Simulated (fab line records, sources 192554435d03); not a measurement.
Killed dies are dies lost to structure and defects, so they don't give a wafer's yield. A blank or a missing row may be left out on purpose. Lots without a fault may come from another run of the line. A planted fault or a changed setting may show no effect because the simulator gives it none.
fab line records | flow n5_finfet
record lots=14 wafers=42 last_day=18
route steps=1938 shown MOL_CONTACT_COAG@615 BEOL_M0_SAQP@632 BEOL_M4@1111
lots that met no fault: from a run of the same line without faults
start_h: hours from the record's first day to the start of the lot's first wafer shown | wait_h: hours since the lot's step before | " the same as in the row above | L1.1+2: a row that stands for several wafers | - no value, or no start given | * or withheld: withheld | < > ~ a bound
route shown NAME@n: a module of which the file shows steps, and the number in the route of the first | usual: mean/standard deviation of fault-free wafers | same: alike in all rows | chamber/n: place in a boat | sites: the reading at each site | _std_site: their standard deviation | _edge_site: outer sites' mean less inner sites' | radius_mm: how far each site lies from the wafer's centre | mask NAME#n: copy n | behind: the tool/chamber that last shaped the wafer | hold: why the lot was held/for how many hours/how that ended | device: the transistor (n, p or np) that didn't switch | end of line: the same wafers' tests at the end of the route | a step without rows: its recipe alone | killed: dies lost to structure and defects at the first sort, not the wafer's yield | map: a wafer's dies, x killed, . not, _ none there
set.NAME: the setting as run; set.NAME@STEP: as run at that earlier step | model.NAME: the simulator's own value behind a step, which no gauge read
steps of the route over a sample of lots; a table a step, a row a wafer
services: from which hour (start_h, from the record's first day; less than 0 if before it) a tool's chamber was out of use, for how many hours, and why
## steps
# step N5_MOL_CONTACT_COAG_VIA_ETCH_117
# recipe chemistry=C4F6/O2 target_depth_a=400 overetch_a=80 mask_material=SOC target=SiO2 bias_w=455 pressure_mtorr=10 time_s=26 source_w=325 Ar_flow_sccm=300 C4F6_flow_sccm=10 O2_flow_sccm=10 ion_energy_ev=575.3 ends=end_point
# usual bias_w=454.9/1.4 drypump_motor_current_A=5.8/0.47 oes_product_au=0.73/0.076 rf_vpp_V=1593/27 showerhead_plenum_p_Torr=2.86/0.089 throttle_valve_pct=40.89/0.28
# columns lot.wafer tool chamber start_h wait_h bias_w drypump_motor_current_A oes_product_au rf_hours_counter_h rf_vpp_V showerhead_plenum_p_Torr throttle_valve_pct
L586.2 rie_diel-05 0 103.33 0.0 454.9 5.8 0.87 2 1571 2.78 40.91
L586.3 " 1 " " 456.6 5.7 0.79 19 1584 2.78 41.13
L586.6 " 2 " " 454.8 6.6 0.64 - 1565 2.94 41.12
L587.1 rie_diel-05 2 104.25 0.0 456.8 6.6 0.64 215 1567 2.94 41.12
L587.3 " 1 " " 453.9 5.7 0.80 19 1585 2.78 41.14
L587.5 " 1 " " 452.1 5.7 0.80 - 1584 2.78 41.15
L588.2 rie_diel-02 0 114.48 0.0 452.1 5.8 0.67 165 1634 2.72 40.75
L588.5 " 1 " " 454.6 5.3 0.79 - 1586 2.88 40.33
L588.6 " 0 " " 453.0 5.8 0.67 - 1633 2.72 40.76
L589.2 rie_diel-02 1 117.38 0.0 455.1 5.3 0.80 31 1587 2.88 40.35
L589.3 " 2 " " 456.5 6.2 0.76 56 1541 2.97 40.54
L589.6 " 2 " " 455.1 6.2 0.77 - 1543 2.97 40.53
L591.1 rie_diel-04 1 130.14 0.0 456.1 5.4 0.81 18 1608 2.89 40.71
L591.2 " 3 " " 452.1 6.5 0.66 180 1597 2.92 41.22
L591.5 " 1 " " 454.4 5.3 0.81 - 1607 2.89 40.71
L592.1 rie_diel-05 0 139.26 0.0 455.7 5.7 0.83 12 1572 2.77 40.91
L592.4 " 3 " " 456.0 5.2 0.80 21 1597 3.03 41.09
L592.5 " 1 " " 452.4 5.6 0.78 - 1586 2.77 41.14
L593.3 rie_diel-04 1 147.95 0.0 454.2 5.4 0.80 25 1609 2.89 40.72
L593.4 " 0 " " 455.8 5.2 0.60 252 1638 2.79 40.48
L593.6 " 3 " " 456.6 6.5 0.65 - 1598 2.92 41.21
L596.3 rie_diel-05 1 155.42 0.0 452.0 5.6 0.78 38 1584 2.77 41.17
L596.4 " 0 " " 455.2 5.8 0.81 18 1573 2.77 40.93
L596.6 " 2 " " 452.6 6.6 0.63 - 1566 2.93 41.14
L597.3 rie_diel-04 3 164.20 0.0 454.7 6.5 0.65 195 1598 2.91 41.23
L597.5 " 2 " " 454.6 5.7 0.62 - 1592 2.79 40.97
L597.6 " 3 " " 454.4 6.5 0.65 - 1595 2.91 41.22
L599.3 rie_diel-05 0 175.73 0.0 452.7 5.7 0.80 24 1573 2.77 40.92
L599.4 " 3 " " 453.4 5.2 0.78 33 1597 3.02 41.10
L599.5 " 1 " " 456.5 5.6 0.76 - 1584 2.76 41.18
L600.1 rie_diel-05 2 185.30 0.0 453.7 6.5 0.62 243 1565 2.93 41.14
L600.3 " 3 " " 455.5 5.2 0.78 36 1597 3.02 41.11
L600.4 " 1 " " 454.3 5.6 0.75 49 1584 2.76 41.18
L601.2 rie_diel-05 1 196.56 0.0 452.8 5.6 0.74 52 1583 2.76 41.18
L601.4 " 0 " " 455.4 5.8 0.79 31 1573 2.77 40.93
L601.5 " 2 " " 454.0 6.6 0.62 - 1563 2.93 41.15
L606.3 rie_diel-04 1 225.38 0.0 454.4 5.4 0.76 54 1606 2.87 40.74
L606.5 " 1 " " 454.6 5.4 0.76 - 1605 2.87 40.75
L606.6 " 0 " " 453.7 5.2 0.81 - 1636 2.78 40.49
L609.1 rie_diel-02 1 236.79 0.0 453.4 5.2 0.75 75 1583 2.86 40.39
L609.3 " 3 " " 456.3 5.7 0.78 35 1640 2.89 40.93
L609.6 " 0 " " 454.2 5.8 0.65 - 1632 2.70 40.77
# step N5_BEOL_M0_SAQP_PECVD_00
# recipe material=SiCN target_thk_a=80 temp_c=withheld precursor=3MS/NH3 pressure_torr=3 rf_w=202 time_s=14
# usual showerhead_plenum_p_Torr=3.660/0.012 throttle_valve_pct=9.0/0.44
# columns lot.wafer tool chamber start_h wait_h showerhead_plenum_p_Torr throttle_valve_pct
L586.2 pecvd-02 2 107.83 0.2 3.662 8.4
L586.3 " 1 " " 3.675 9.4
L586.6 " 1 " " 3.683 9.8
L587.1 pecvd-03 0 110.83 0.2 3.656 8.9
L587.3 " 2 " " 3.668 8.4
L587.5 " 2 " " 3.659 8.1
L588.2 pecvd-04 1 118.96 0.2 3.645 9.6
L588.5 " 2 " " 3.675 8.8
L588.6 " 1 " " 3.653 9.3
L589.2 pecvd-03 1 121.97 0.2 3.645 9.0
L589.3 " 2 " " 3.667 8.6
L589.6 " 1 " " 3.651 9.1
L591.1 pecvd-02 2 134.63 0.2 3.663 8.3
L591.2 " 1 " " 3.662 9.5
L591.5 " 0 " " 3.659 9.5
L592.1 pecvd-03 2 143.97 0.2 3.671 8.6
L592.4 " 1 " " 3.653 9.3
L592.5 " 0 " " 3.652 8.7
L593.3 pecvd-02 0 152.68 0.1 3.659 9.4
L593.4 " 2 " " 3.660 8.7
L593.6 " 0 " " 3.664 10.0
L596.3 pecvd-03 2 161.81 0.1 3.671 8.3
L596.4 " 0 " " 3.647 8.8
L596.6 " 2 " " 3.680 8.6
L597.3 pecvd-02 1 169.19 0.1 3.687 9.3
L597.5 " 2 " " 3.658 8.3
L597.6 " 1 " " 3.679 9.2
L599.3 pecvd-04 0 180.60 0.1 3.658 9.3
L599.4 " 2 " " 3.680 8.9
L599.5 " 0 " " 3.667 9.4
L600.1 pecvd-03 1 189.79 0.2 3.639 9.3
L600.3 " 0 " " 3.649 8.9
L600.4 " 2 " " 3.663 8.3
L601.2 pecvd-02 0 201.04 0.2 3.657 9.5
L601.4 " 0 " " 3.663 9.7
L601.5 " 2 " " 3.662 8.6
L606.3 pecvd-03 2 230.52 0.1 3.675 8.4
L606.5 " 1 " " 3.644 9.4
L606.6 " 2 " " 3.673 8.3
L609.1 pecvd-04 2 241.72 0.2 3.663 8.2
L609.3 " 0 " " 3.658 9.3
L609.6 " 0 " " 3.674 9.5
# step N5_BEOL_M0_SAQP_PECVD_04
# recipe material=a-Si target_thk_a=600 temp_c=350 precursor=SiH4/He pressure_torr=3 rf_w=100 time_s=60.2
# usual heater_power_w=635/78 showerhead_plenum_p_Torr=5.65/0.042 throttle_valve_pct=18.1/0.78
# columns lot.wafer tool chamber start_h wait_h heater_power_w showerhead_plenum_p_Torr throttle_valve_pct
L586.2 pecvd-04 0 109.57 0.0 673 5.67 19.2
L586.3 " 2 " " 565 5.72 18.0
L586.6 " 1 " " 599 5.60 18.4
L587.1 pecvd-04 1 111.73 0.0 552 5.59 18.2
L587.3 " 2 " " 573 5.71 18.3
L587.5 " 1 " " 565 5.60 18.5
L588.2 pecvd-04 0 119.85 0.0 618 5.66 19.2
L588.5 " 2 " " 490 5.72 18.0
L588.6 " 0 " " 617 5.67 18.8
L589.2 pecvd-02 1 123.07 0.0 841 5.71 18.9
L589.3 " 2 " " 755 5.65 16.8
L589.6 " 2 " " 758 5.65 17.1
L591.1 pecvd-04 2 137.30 0.0 519 5.71 18.2
L591.2 " 1 " " 554 5.59 18.2
L591.5 " 1 " " 553 5.60 18.2
L592.1 pecvd-03 1 146.05 0.0 647 5.61 18.3
L592.4 " 2 " " 595 5.67 16.8
L592.5 " 0 " " 657 5.62 17.7
L593.3 pecvd-03 2 154.02 0.0 524 5.67 16.8
L593.4 " 0 " " 664 5.62 17.5
L593.6 " 1 " " 585 5.61 18.4
L596.3 pecvd-02 2 163.25 0.0 797 5.66 16.9
L596.4 " 1 " " 730 5.71 19.2
L596.6 " 0 " " 552 5.63 19.3
L597.3 pecvd-04 0 170.30 0.1 709 5.66 18.8
L597.5 " 2 " " 537 5.71 18.1
L597.6 " 0 " " 588 5.67 19.1
L599.3 pecvd-04 0 181.79 0.0 645 5.67 19.0
L599.4 " 2 " " 471 5.70 18.1
L599.5 " 1 " " 586 5.59 18.3
L600.1 pecvd-04 0 191.16 0.0 640 5.68 18.9
L600.3 " 1 " " 607 5.60 18.2
L600.4 " 1 " " 605 5.61 18.3
L601.2 pecvd-03 1 201.80 0.0 640 5.60 18.0
L601.4 " 1 " " 630 5.62 18.2
L601.5 " 0 " " 695 5.61 17.7
L606.3 pecvd-03 2 231.15 0.0 572 5.68 16.9
L606.5 " 0 " " 714 5.62 17.6
L606.6 " 2 " " 581 5.68 17.0
L609.1 pecvd-04 2 242.71 0.0 546 5.70 16.6
L609.3 " 0 " " 694 5.67 19.3
L609.6 " 2 " " 543 5.69 16.6
# step N5_BEOL_M0_SAQP_HM_DEP_111
# recipe material=SiO2 target_thk_a=120 temp_c=400 precursor=SiH4/N2O pressure_torr=0.75 rf_w=275 time_s=7.2
# usual chamber_pressure_Torr=0.7502/0.0016 heater_power_outer_w=475/71 heater_power_w=778/100 showerhead_plenum_p_Torr=8.10/0.12
# columns lot.wafer tool chamber start_h wait_h chamber_pressure_Torr heater_power_outer_w heater_power_w showerhead_plenum_p_Torr
L586.2 pecvd-03 2 109.70 0.0 0.7479 422 729 8.15
L586.3 " 0 " " 0.7494 459 761 8.01
L586.6 " 1 " " 0.7496 474 792 7.96
L587.1 pecvd-04 0 111.86 0.0 0.7497 484 769 8.14
L587.3 " 2 " " 0.7488 437 699 8.28
L587.5 " 0 " " 0.7488 480 770 8.16
L588.2 pecvd-04 0 119.98 0.0 0.7507 538 827 8.15
L588.5 " 0 " " 0.7465 549 840 8.15
L588.6 " 1 " " 0.7504 363 634 7.93
L589.2 pecvd-04 1 123.20 0.0 0.7513 391 683 7.94
L589.3 " 2 " " 0.7506 428 685 8.27
L589.6 " 0 " " 0.7494 490 786 8.14
L591.1 pecvd-04 0 137.47 0.0 0.7518 476 747 8.16
L591.2 " 1 " " 0.7496 414 682 7.93
L591.5 " 0 " " 0.7504 465 741 8.16
L592.1 pecvd-02 1 146.19 0.0 0.7528 663 1043 8.28
L592.4 " 2 " " 0.7502 523 917 8.15
L592.5 " 1 " " 0.7516 662 1039 8.29
L593.3 pecvd-02 1 154.15 0.0 0.7510 683 1036 8.28
L593.4 " 0 " " 0.7495 390 667 8.06
L593.6 " 2 " " 0.7477 500 879 8.13
L596.3 pecvd-03 0 163.41 0.1 0.7520 589 927 8.00
L596.4 " 2 " " 0.7485 407 691 8.16
L596.6 " 0 " " 0.7538 571 915 7.98
L597.3 pecvd-03 2 170.43 0.0 0.7492 443 731 8.18
L597.5 " 2 " " 0.7494 435 771 8.20
L597.6 " 0 " " 0.7497 554 887 8.01
L599.3 pecvd-03 2 181.92 0.0 - - - -
L599.4 " 1 " " - - - -
L599.5 " 2 " " - - - -
L600.1 pecvd-03 1 191.30 0.0 - - - -
L600.3 " 2 " " - - - -
L600.4 " 1 " " - - - -
L601.2 pecvd-04 2 201.93 0.0 0.7510 425 704 8.26
L601.4 " 0 " " 0.7479 488 759 8.15
L601.5 " 1 " " 0.7498 415 695 7.93
L606.3 pecvd-04 1 231.30 0.1 0.7493 450 746 7.92
L606.5 " 1 " " 0.7506 445 722 7.94
L606.6 " 0 " " 0.7491 468 740 8.17
L609.1 pecvd-03 0 242.86 0.0 0.7499 564 892 8.02
L609.3 " 2 " " 0.7507 460 747 8.17
L609.6 " 2 " " 0.7490 452 761 8.18
# step N5_BEOL_M0_SAQP_HM_OPEN_112
# recipe chemistry=CHF3/O2 target=SiO2 stop_on=a-Si target_depth_a=120 over_etch_frac=1.25 mask_material=SOC time_s=13.5 pressure_mtorr=30 source_w=650 bias_w=170 Ar_flow_sccm=200 CHF3_flow_sccm=50 O2_flow_sccm=5 ion_energy_ev=200 ends=end_point
# usual bias_w=170.0/0.49 drypump_motor_current_A=5.7/0.56 oes_product_au=0.52/0.06 rf_vpp_V=525/14 showerhead_plenum_p_Torr=2.42/0.064 throttle_valve_pct=18.77/0.25
# columns lot.wafer tool chamber start_h wait_h bias_w drypump_motor_current_A oes_product_au rf_hours_counter_h rf_vpp_V showerhead_plenum_p_Torr throttle_valve_pct
L586.2 rie_diel-01 3 110.43 0.0 169.3 5.9 0.50 168 514 2.31 18.88
L586.3 " 0 " " 170.2 5.2 0.51 131 515 2.43 19.16
L586.6 " 2 " " 170.4 6.0 0.54 - 513 2.46 18.86
L587.1 rie_diel-03 3 112.59 0.0 169.8 5.4 0.46 189 517 2.49 18.99
L587.3 " 1 " " 169.8 5.7 0.64 2 520 2.46 18.52
L587.5 " 1 " " 170.3 5.7 0.64 - 519 2.46 18.51
L588.2 rie_diel-06 3 120.71 0.0 169.9 5.7 0.53 86 551 2.52 18.67
L588.5 " 2 " " 171.5 5.0 0.61 - 532 2.37 18.30
L588.6 " 0 " " 169.5 6.2 0.51 - 526 2.31 18.99
L589.2 rie_diel-01 2 123.93 0.0 170.1 6.0 0.54 70 515 2.45 18.86
L589.3 " 1 " " 169.4 4.8 0.47 179 516 2.48 18.72
L589.6 " 1 " " 170.6 4.8 0.47 - 518 2.48 18.73
L591.1 rie_diel-06 0 138.16 0.0 170.2 6.3 0.50 159 526 2.31 19.00
L591.2 " 2 " " 168.8 5.0 0.59 18 533 2.37 18.33
L591.5 " 1 " " 170.0 5.0 0.48 - 505 2.39 18.86
L592.1 rie_diel-01 2 147.12 0.0 169.0 6.0 0.53 78 513 2.45 18.89
L592.4 " 3 " " 169.6 5.9 0.49 179 514 2.30 18.89
L592.5 " 3 " " 170.3 5.9 0.49 - 514 2.30 18.90
L593.3 rie_diel-03 3 154.88 0.0 170.0 5.4 0.46 200 516 2.48 18.99
L593.4 " 0 " " 170.4 6.5 0.45 242 541 2.47 18.72
L593.6 " 0 " " 169.4 6.5 0.44 - 542 2.47 18.70
L596.3 rie_diel-03 3 164.02 0.0 170.6 5.4 0.46 202 515 2.48 19.00
L596.4 " 0 " " 170.3 6.5 0.45 244 540 2.46 18.72
L596.6 " 0 " " 170.9 6.5 0.43 - 540 2.46 18.72
L597.3 rie_diel-03 1 171.03 0.0 171.0 5.7 0.60 18 518 2.46 18.57
L597.5 " 3 " " 170.1 5.4 0.46 - 516 2.48 19.00
L597.6 " 0 " " 170.4 6.5 0.43 - 542 2.46 18.72
L599.3 rie_diel-01 1 182.52 0.0 169.3 4.8 0.27 198 518 2.48 18.73
L599.4 " 3 " " 169.3 5.9 0.28 190 515 2.30 18.88
L599.5 " 1 " " 170.1 4.8 0.26 - 517 2.48 18.72
L600.1 rie_diel-03 2 192.01 0.0 169.9 6.6 0.26 241 526 2.38 19.05
L600.3 " 1 " " 170.2 5.7 0.34 26 517 2.45 18.52
L600.4 " 2 " " 169.5 6.6 0.26 - 528 2.38 19.05
L601.2 rie_diel-06 2 202.66 0.0 169.8 5.0 0.57 38 530 2.36 18.36
L601.4 " 1 " " 169.6 5.1 0.48 220 504 2.38 18.89
L601.5 " 2 " " 169.5 4.9 0.58 - 531 2.36 18.34
L606.3 rie_diel-06 1 232.03 0.0 170.4 5.1 0.47 229 506 2.38 18.91
L606.5 " 1 " " 169.8 5.0 0.47 - 505 2.38 18.89
L606.6 " 2 " " 169.7 5.0 0.57 - 533 2.35 18.36
L609.1 rie_diel-03 0 243.58 0.0 169.5 6.5 0.61 14 540 2.46 18.38
L609.3 " 1 " " 171.0 5.7 0.56 44 516 2.44 18.59
L609.6 " 1 " " 170.2 5.7 0.57 - 517 2.45 18.61
# step N5_BEOL_M0_SAQP_CD_MEAS_25
# recipe target_cd_nm=13.1 landing_energy_ev=1000 detector=se_inlens
# usual cd_nm=12.82/0.22
# columns lot.wafer tool chamber start_h wait_h cd_nm
L586.2 cd_sem-03 0 112.29 0.1 12.88
L586.3 " 0 " " 12.85
L586.6 " 0 " " 12.73
L587.1 cd_sem-01 0 114.32 0.1 12.79
L587.3 " 0 " " 12.98
L587.5 " 0 " " 12.87
L588.2 cd_sem-01 0 122.10 0.1 12.93
L588.5 " 0 " " 13.33
L588.6 " 0 " " 12.56
L589.2 cd_sem-03 0 125.41 0.1 12.69
L589.3 " 0 " " 12.89
L589.6 " 0 " " 12.80
L591.1 cd_sem-03 0 139.54 0.1 12.76
L591.2 " 0 " " 12.53
L591.5 " 0 " " 12.71
L592.1 cd_sem-01 0 148.70 0.1 12.75
L592.4 " 0 " " 12.76
L592.5 " 0 " " 12.87
L593.3 cd_sem-02 0 156.49 0.1 12.37
L593.4 " 0 " " 12.65
L593.6 " 0 " " 12.65
L596.3 cd_sem-02 0 165.56 0.1 13.05
L596.4 " 0 " " 12.98
L596.6 " 0 " " 12.50
L597.3 cd_sem-03 0 172.40 0.1 13.00
L597.5 " 0 " " 12.99
L597.6 " 0 " " 12.66
L599.3 cd_sem-02 0 188.20 0.1 -
L599.4 " 0 " " -
L599.5 " 0 " " -
L600.1 cd_sem-03 0 194.65 0.1 -
L600.3 " 0 " " -
L600.4 " 0 " " -
L601.2 cd_sem-01 0 204.04 0.1 12.73
L601.4 " 0 " " 12.64
L601.5 " 0 " " 12.85
L606.3 cd_sem-01 0 233.77 0.1 12.91
L606.5 " 0 " " 13.03
L606.6 " 0 " " 12.81
L609.1 cd_sem-02 0 244.95 0.1 12.95
L609.3 " 0 " " 12.97
L609.6 " 0 " " 12.50
# step N5_BEOL_M4_RC_MEAS_101
# usual DIBL_N=36.2/1.6 DIBL_P=36.5/1.9 IOFF_N=0.158/0.027 IOFF_P=0.21/0.038 ION_N=675/12 ION_P=464/8.9 SS_N=71.5/0.61 SS_P=73.4/0.59 VT_N=250.4/3 VT_P=-250/3.6
# columns lot.wafer tool chamber start_h wait_h DIBL_N[mV/V] DIBL_P[mV/V] IOFF_N[nA/um] IOFF_P[nA/um] ION_N[uA/um] ION_P[uA/um] SS_N[mV/dec] SS_P[mV/dec] VT_N[mV] VT_P[mV]
L587.1 prober-01 0 164.40 0.0 37.7 38.5 0.175 0.26 683 474 72.3 74.0 251.0 -247
L587.3 " 0 " " 36.3 36.5 0.146 0.22 676 472 71.1 73.0 251.9 -250
L587.5 " 0 " " 38.5 39.0 0.194 0.27 683 468 72.0 74.1 247.4 -245
L586.2 prober-02 0 167.34 0.2 34.3 35.5 0.138 0.19 668 457 70.9 72.3 252.3 -251
L586.3 " 0 " " 36.1 38.0 0.161 0.24 682 466 71.5 72.9 252.3 -251
L586.6 " 0 " " 36.9 38.7 0.184 0.25 688 465 72.0 73.2 249.9 -246
L588.2 prober-01 0 170.34 0.2 35.1 35.1 0.140 0.18 670 458 71.4 73.4 250.7 -254
L588.5 " 0 " " 34.4 34.7 0.130 0.18 663 461 70.9 73.1 255.0 -254
L588.6 " 0 " " 34.1 33.3 0.114 0.16 656 449 71.2 72.0 254.7 -255
L589.2 prober-01 0 185.63 0.2 36.9 36.6 0.154 0.22 666 461 72.4 73.5 254.4 -251
L589.3 " 0 " " 38.4 37.3 0.171 0.22 669 461 71.9 74.1 251.4 -252
L589.6 " 0 " " 36.7 35.5 0.148 0.20 670 458 71.7 72.9 253.9 -252
L591.1 prober-02 0 192.78 0.0 37.8 36.5 0.156 0.20 672 455 70.3 73.7 252.7 -250
L591.2 " 0 " " 37.4 37.5 0.165 0.21 676 462 71.3 73.5 248.5 -248
L591.5 " 0 " " 35.7 34.7 0.122 0.17 653 452 70.5 72.9 254.3 -253
L592.1 prober-01 0 202.49 0.0 37.8 37.8 0.168 0.21 684 461 72.0 73.6 253.7 -250
L592.4 " 0 " " 38.4 38.4 0.180 0.22 689 461 71.5 74.4 249.0 -250
L592.5 " 0 " " 39.3 39.3 0.192 0.24 680 463 71.3 74.3 251.1 -253
L593.3 prober-01 0 211.01 0.3 34.9 34.8 0.129 0.20 673 465 71.5 73.4 255.7 -249
L593.4 " 0 " " 34.2 34.6 0.121 0.19 665 461 71.3 72.7 254.4 -251
L593.6 " 0 " " 36.7 37.9 0.165 0.25 685 474 72.1 73.2 248.9 -245
L596.3 prober-01 0 217.45 0.3 35.0 35.7 0.139 0.19 672 468 71.4 73.3 252.1 -252
L596.4 " 0 " " 35.1 35.6 0.144 0.20 683 468 71.3 72.9 252.2 -251
L596.6 " 0 " " 34.2 33.3 0.128 0.17 671 462 70.5 73.1 254.2 -252
L597.3 prober-01 0 227.77 0.3 34.9 35.8 0.142 0.19 671 463 70.5 73.5 251.0 -250
L597.5 " 0 " " 36.5 37.3 0.175 0.20 691 464 70.8 73.8 245.7 -251
L597.6 " 0 " " 38.2 39.0 0.209 0.25 705 474 72.8 73.6 246.5 -246
L601.2 prober-02 0 275.25 0.2 37.1 37.4 0.173 0.23 671 463 72.1 73.3 249.0 -249
L601.4 " 0 " " 38.5 39.3 0.206 0.26 692 472 72.1 73.4 246.0 -246
L601.5 " 0 " " 34.4 34.7 0.120 0.17 666 460 70.2 72.3 255.4 -254
L606.3 prober-02 0 307.86 0.3 38.4 36.8 0.179 0.26 673 468 72.1 73.3 249.6 -247
L606.5 " 0 " " 37.6 36.5 0.163 0.25 666 467 72.0 74.1 249.4 -247
L606.6 " 0 " " 37.1 35.7 0.161 0.22 658 457 72.8 73.2 253.0 -247
L609.1 prober-01 0 313.01 0.0 38.4 38.9 0.223 0.30 690 478 73.0 74.6 246.9 -245
L609.3 " 0 " " 36.2 36.3 0.157 0.23 666 461 71.9 73.7 252.2 -248
L609.6 " 0 " " 36.0 35.3 0.158 0.21 675 461 71.6 72.9 252.8 -252
## services
# columns tool chamber start_h hours kind
pecvd-04 2 84.00 2.1 scheduled_down
rie_diel-06 3 84.92 1.6 repair
rie_diel-02 - 93.56 0.3 repair
pecvd-03 - 114.44 1.2 repair
rie_diel-03 - 116.21 0.6 repair
rie_diel-03 - 123.78 2.8 pm
pecvd-03 2 126.61 6.8 repair
pecvd-04 - 131.68 1.8 repair
pecvd-04 0 135.29 2.1 scheduled_down
pecvd-04 1 140.31 36.2 repair
pecvd-04 - 141.20 28.1 pm
rie_diel-06 0 160.21 2.8 repair
rie_diel-04 2 165.46 6.9 repair
pecvd-04 - 179.66 0.3 repair
pecvd-04 - 187.21 3.8 repair
pecvd-04 2 202.38 - clean
rie_diel-04 0 212.51 4.9 repair
rie_diel-06 0 213.00 3.4 repair
rie_diel-04 2 214.43 1.4 repair
pecvd-02 - 216.91 14.6 pm
rie_diel-01 1 226.18 3.6 repair
pecvd-02 2 233.53 18.2 repair
pecvd-04 2 233.59 5.8 repair
rie_diel-01 0 241.59 12.8 repair
## key
first_sign step=N5_BEOL_M0_SAQP_HM_DEP_111 reading=tool_record direction=missing
effect step=N5_BEOL_M0_SAQP_HM_OPEN_112 reading=oes_product_au direction=down sigmas=4 usual=0.52 struck=0.28
effect step=N5_BEOL_M0_SAQP_CD_MEAS_25 reading=cd_nm direction=missing
met_at N5_BEOL_M0_SAQP_HM_DEP_111
struck_lots L599,L600
later_rows_left_out L599.3,L599.4,L599.5,L600.1,L600.3,L600.4
sort_left_out L599.3,L599.4,L599.5,L600.1,L600.3,L600.4
not_acting_at N5_MOL_CONTACT_COAG_VIA_ETCH_117,N5_BEOL_M0_SAQP_PECVD_00,N5_BEOL_M0_SAQP_PECVD_04
onset_between 170.43 181.92
fault kind=skipped_step_whole tool=pecvd-03 chamber=- onset_h=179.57 steps=N5_BEOL_M0_SAQP_HM_DEP_111 scope=struck_lots_only
# sort_left_out: the simulated sort isn't trusted on such a fault, so these wafers' sort isn't shown, and their yield isn't known
# later_rows_left_out: the simulator's readings of these wafers behind a module that went badly wrong aren't trusted and aren't shown, but for the sort
